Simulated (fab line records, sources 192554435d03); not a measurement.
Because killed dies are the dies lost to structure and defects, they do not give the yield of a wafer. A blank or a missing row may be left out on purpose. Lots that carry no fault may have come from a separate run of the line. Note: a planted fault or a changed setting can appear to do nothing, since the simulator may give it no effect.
Which tool is to blame? | flow n5 finfet | Sampling: 12 lots, 33 wafers, 5 of 1938 route steps

## WHAT THE GAUGES SHOWED, per wafer
N5_PMOS_HMC_CHANNEL_EPI_CD_MEAS_09: target cd 237.4 nm. Usual: cd nm at 237.3 nm, with a standard deviation of 1.1.
lot  | measured    | on        | cd nm (nm)        | flag
L122 | day 1 17:13 | cd sem-01 | 236.2 236.4       |
L123 | day 1 23:50 | cd sem-03 | 235.7 237.2 237.4 |
L125 | day 2 11:25 | cd sem-03 | 237.1 237.6 236.9 |
L126 | day 2 17:39 | cd sem-01 | 237.5 238.8 238.2 |
L128 | day 3 05:20 | cd sem-02 | 239.9 235.4 237.2 |
L129 | day 3 11:14 | cd sem-01 | 238.1 238.0       |
L131 | day 3 23:47 | cd sem-03 | 237.1 238.0 237.5 |
L134 | day 4 17:42 | cd sem-02 | 236.2 236.5 235.8 |
L135 | day 4 23:53 | cd sem-02 | 238.9 238.4 238.4 |
L136 | day 5 05:07 | cd sem-01 | 238.5 239.1 237.9 |
L144 | day 7 04:52 | cd sem-02 | 236.4 237.8       |
L145 | day 7 11:57 | cd sem-02 | 236.0 236.2 235.5 |

N5_BEOL_M4_RC_MEAS_101. Usual: DIBL_N 36.3 mV/V, standard deviation 1.6; DIBL_P 36.2 mV/V, standard deviation 2; IOFF_N 0.160 nA/um, standard deviation 0.028; IOFF_P 0.21 nA/um, standard deviation 0.036; ION_N 677 uA/um, standard deviation 11; ION_P 465 uA/um, standard deviation 6.9; SS_N 71.5 mV/dec, standard deviation 0.55; SS_P 73.3 mV/dec, standard deviation 0.64; VT_N 250 mV, standard deviation 3; VT_P -250 mV, standard deviation 3.5.
lot  | measured     | on        | DIBL_N (mV/V)  | DIBL_P (mV/V)  | IOFF_N (nA/um)    | IOFF_P (nA/um) | ION_N (uA/um) | ION_P (uA/um) | SS_N (mV/dec)  | SS_P (mV/dec)  | VT_N (mV)   | VT_P (mV)      | flag
L122 | day 7 20:53  | prober-01 | 40.7 39.1      | 40.5 38.7      | 0.246 0.186       | 0.30 0.25      | 688 671       | 472 466       | 71.9 72.2      | 73.7 74.2      | 243 247     | -246 -248      |
L123 | day 8 00:02  | prober-02 | 35.3 36.1 36.5 | 35.1 35.6 36.0 | 0.145 0.159 0.167 | 0.20 0.21 0.22 | 682 679 675   | 464 471 462   | 70.8 70.7 70.7 | 72.4 72.5 72.9 | 250 248 249 | -248 -247 -251 |
L125 | day 9 01:31  | prober-01 | 37.0 38.2 39.1 | 35.5 37.4 37.2 | 0.146 0.175 0.185 | 0.23 0.26 0.27 | 678 678 683   | 464 474 467   | 71.7 71.3 72.3 | 72.9 73.4 73.3 | 249 247 247 | -247 -245 -243 |
L126 | day 9 08:10  | prober-01 | 33.3 34.5 34.5 | 33.7 34.8 33.9 | 0.114 0.136 0.139 | 0.15 0.17 0.16 | 660 679 669   | 456 470 457   | 70.6 70.5 71.2 | 72.6 72.8 73.1 | 256 255 252 | -255 -252 -254 |
L128 | day 9 12:29  | prober-01 | 37.1 37.2 36.6 | 36.7 35.5 35.7 | 0.159 0.166 0.150 | 0.21 0.20 0.19 | 679 671 683   | 467 459 461   | 72.0 72.2 71.2 | 73.0 72.8 72.2 | 250 247 249 | -252 -250 -250 |
L129 | day 9 17:41  | prober-01 | 37.7 35.0      | 40.4 36.8      | 0.219 0.160       | 0.27 0.20      | 702 675       | 478 459       | 71.6 71.2      | 74.7 72.7      | 243 250     | -248 -252      |
L131 | day 10 15:08 | prober-01 | 37.8 38.0 37.6 | 38.9 39.1 38.2 | 0.187 0.190 0.177 | 0.29 0.29 0.27 | 684 688 673   | 478 479 469   | 71.4 72.1 71.1 | 73.6 73.4 73.6 | 246 248 248 | -243 -243 -244 |
L134 | day 11 00:25 | prober-02 | 37.0 35.0 35.2 | 34.4 33.2 32.7 | 0.143 0.127 0.130 | 0.18 0.17 0.16 | 663 668 673   | 460 463 459   | 71.6 70.7 71.0 | 73.0 72.5 72.9 | 253 253 254 | -253 -256 -257 |
L135 | day 11 02:11 | prober-01 | 37.0 36.2 37.1 | 36.9 37.5 37.5 | 0.165 0.169 0.171 | 0.19 0.20 0.20 | 680 685 691   | 460 469 471   | 72.2 71.6 72.1 | 73.3 73.2 74.1 | 249 251 249 | -254 -252 -256 |
L136 | day 11 05:39 | prober-01 | 37.1 36.4 37.3 | 37.1 36.7 37.1 | 0.172 0.171 0.188 | 0.22 0.21 0.21 | 685 678 676   | 467 462 463   | 71.9 72.1 71.7 | 73.7 73.8 73.6 | 251 249 249 | -254 -251 -252 |
L144 | day 13 18:03 | prober-01 | 36.7 35.5      | 35.4 34.4      | 0.172 0.151       | 0.21 0.20      | 682 684       | 463 465       | 71.5 71.0      | 73.3 73.7      | 247 246     | -250 -248      |
L145 | day 13 21:29 | prober-02 | 36.5 35.6 36.0 | 36.4 35.2 35.8 | 0.155 0.144 0.139 | 0.19 0.16 0.17 | 671 678 670   | 453 456 452   | 72.0 71.4 71.6 | 73.5 73.4 73.5 | 250 251 249 | -254 -257 -253 |

## TOOL THAT RAN EACH LOT (tool first, then ch and the chambers of the sampled wafers, then the start)
lot  | N5_WELL_APT_COAT_02              | N5_PMOS_HMC_CHANNEL_EPI_FIN_RECESS_16 | N5_PMOS_HMC_CHANNEL_EPI_CMP_21
L122 | litho track-04 ch 0, day 1 13:25 | rie si-05 ch 1,2, day 1 17:46         | cmp-03 ch 0,2, day 1 19:16
L123 | litho track-02 ch 0, day 1 19:45 | rie si-03 ch 0,2,3, day 2 00:23       | cmp-02 ch 0,1,2, day 2 02:34
L125 | litho track-02 ch 0, day 2 07:29 | rie si-05 ch 0,1,3, day 2 11:58       | cmp-04 ch 1,3, day 2 13:53
L126 | litho track-02 ch 0, day 2 13:25 | rie si-03 ch 1,2,3, day 2 18:12       | cmp-04 ch 0,2, day 2 19:42
L128 | litho track-03 ch 0, day 3 01:25 | rie si-01 ch 0,1, day 3 05:53         | cmp-03 ch 0,1,3, day 3 07:25
L129 | litho track-03 ch 0, day 3 07:38 | rie si-05 ch 1,2, day 3 11:47         | cmp-02 ch 0,3, day 3 13:19
L131 | litho track-04 ch 0, day 3 19:29 | rie si-01 ch 0,1,2, day 4 00:21       | cmp-02 ch 0,2,3, day 4 01:56
L134 | litho track-04 ch 0, day 4 13:29 | rie si-03 ch 0,1,2, day 4 18:15       | cmp-02 ch 0,2,3, day 4 19:47
L135 | litho track-04 ch 0, day 4 19:31 | rie si-05 ch 0,1,2, day 5 00:26       | cmp-03 ch 1,3, day 5 01:59
L136 | litho track-03 ch 0, day 5 01:17 | rie si-03 ch 0,2,3, day 5 05:40       | cmp-03 ch 1,2, day 5 07:10
L144 | litho track-03 ch 0, day 7 01:17 | rie si-01 ch 1,2, day 7 05:35         | cmp-02 ch 0,2, day 7 07:13
L145 | litho track-02 ch 0, day 7 07:20 | rie si-03 ch 0,1,3, day 7 12:29       | cmp-02 ch 0,1,3, day 7 14:26
- N5_WELL_APT_COAT_02: resist thk 950 nm.
- N5_PMOS_HMC_CHANNEL_EPI_FIN_RECESS_16: chemistry HBr/Cl2, target Si, target depth 54 nm, time 18 s.
- N5_PMOS_HMC_CHANNEL_EPI_CMP_21: polishes SiGe30, target thk 54 nm.

## WHAT THE TOOLS THEMSELVES READ (means of the sampled wafers that have a number; where no wafer has one, the mark that the record gives instead)
N5_WELL_APT_COAT_02. Usual: spin speed rpm at 1357.0 rpm, with a standard deviation of 1.
lot  | tool           | spin speed rpm (rpm) | flag
L122 | litho track-04 | 1357.5               |
L123 | litho track-02 | 1356.5               |
L125 | litho track-02 | 1358.5               |
L126 | litho track-02 | 1357.7               |
L128 | litho track-03 | 1356.9               |
L129 | litho track-03 | 1356.9               |
L131 | litho track-04 | 1357.2               |
L134 | litho track-04 | 1436.6               | OFF
L135 | litho track-04 | 1435.5               | OFF
L136 | litho track-03 | 1356.4               |
L144 | litho track-03 | 1357.1               |
L145 | litho track-02 | 1357.3               |

N5_PMOS_HMC_CHANNEL_EPI_FIN_RECESS_16. Usual: chamber pressure mTorr 9.999 mTorr, standard deviation 0.0085; drypump motor current A 5.5 A, standard deviation 0.36; oes product au 1.004 a.u., standard deviation 0.015; throttle valve pct 35.6 %, standard deviation 0.34.
lot  | tool      | chamber pressure mTorr (mTorr) | drypump motor current A (A) | oes product au (a.u.) | throttle valve pct (%) | flag
L122 | rie si-05 | 9.998                          | 5.7                         | 1.007                 | 35.8                   |
L123 | rie si-03 | 9.997                          | 5.4                         | 1.013                 | 35.5                   |
L125 | rie si-05 | 9.994                          | 5.6                         | 1.012                 | 35.7                   |
L126 | rie si-03 | 10.004                         | 5.4                         | 1.004                 | 35.6                   |
L128 | rie si-01 | 10.000                         | 5.7                         | 0.987                 | 35.5                   |
L129 | rie si-05 | 10.006                         | 5.7                         | 1.004                 | 35.7                   |
L131 | rie si-01 | 9.998                          | 5.8                         | 1.000                 | 35.6                   |
L134 | rie si-03 | 10.003                         | 5.3                         | 1.004                 | 35.4                   |
L135 | rie si-05 | 9.993                          | 5.5                         | 0.998                 | 35.7                   |
L136 | rie si-03 | 9.994                          | 5.3                         | 1.009                 | 35.4                   |
L144 | rie si-01 | 9.998                          | 5.9                         | 1.002                 | 35.8                   |
L145 | rie si-03 | 9.997                          | 5.3                         | 0.999                 | 35.2                   |

N5_PMOS_HMC_CHANNEL_EPI_CMP_21. Usual: motor current A at 12.6 A, with a standard deviation of 1.7.
lot  | tool   | motor current A (A) | flag
L122 | cmp-03 | 11.7                |
L123 | cmp-02 | 12.8                |
L125 | cmp-04 | 14.2                |
L126 | cmp-04 | 13.9                |
L128 | cmp-03 | 12.8                |
L129 | cmp-02 | 11.1                |
L131 | cmp-02 | 11.7                |
L134 | cmp-02 | 11.3                |
L135 | cmp-03 | 14.5                |
L136 | cmp-03 | 14.2                |
L144 | cmp-02 | 11.7                |
L145 | cmp-02 | 12.2                |

## THE ANSWER, worked out from the rows above alone
Rule: lot off if the mean of its wafers having a number is beyond 3 standard deviations from the usual mean. A lot without any number at a reading at which 4 lots or more have one is off too. All remaining lots with rows at the step are treated as sound. After the gauges, taken in route order, come the tools' own readings; for these a lot's mean is taken, as printed above. The first step at which some lot is off is used, and at that step the reading that is off furthest; a lot without a number counts as furthest.
Off: L134, L135 (N5_WELL_APT_COAT_02, spin speed rpm).
A tool fits if, at that step or a process step before it, it ran every lot that is off, and no sound lot after the first of them. One fits: litho track-04 at N5_WELL_APT_COAT_02. A fault onset in the window from L131 (day 3 19:29, its last sound lot) to L134 (day 4 13:29, its first lot off) fits.
The tool's own readings at N5_WELL_APT_COAT_02 bear it out: on the lots that are off they differ by more than 5 times the standard deviation of the sound lots' means. spin speed rpm reads 1436.0 rpm there against 1357.2 rpm on the sound lots.

## WHAT THE SIMULATOR HAD PUT IN
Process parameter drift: litho track-04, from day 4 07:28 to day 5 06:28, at N5_WELL_APT_COAT_02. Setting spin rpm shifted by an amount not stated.
Lots struck among those shown: L134, L135. The rule given above showed the same thing.
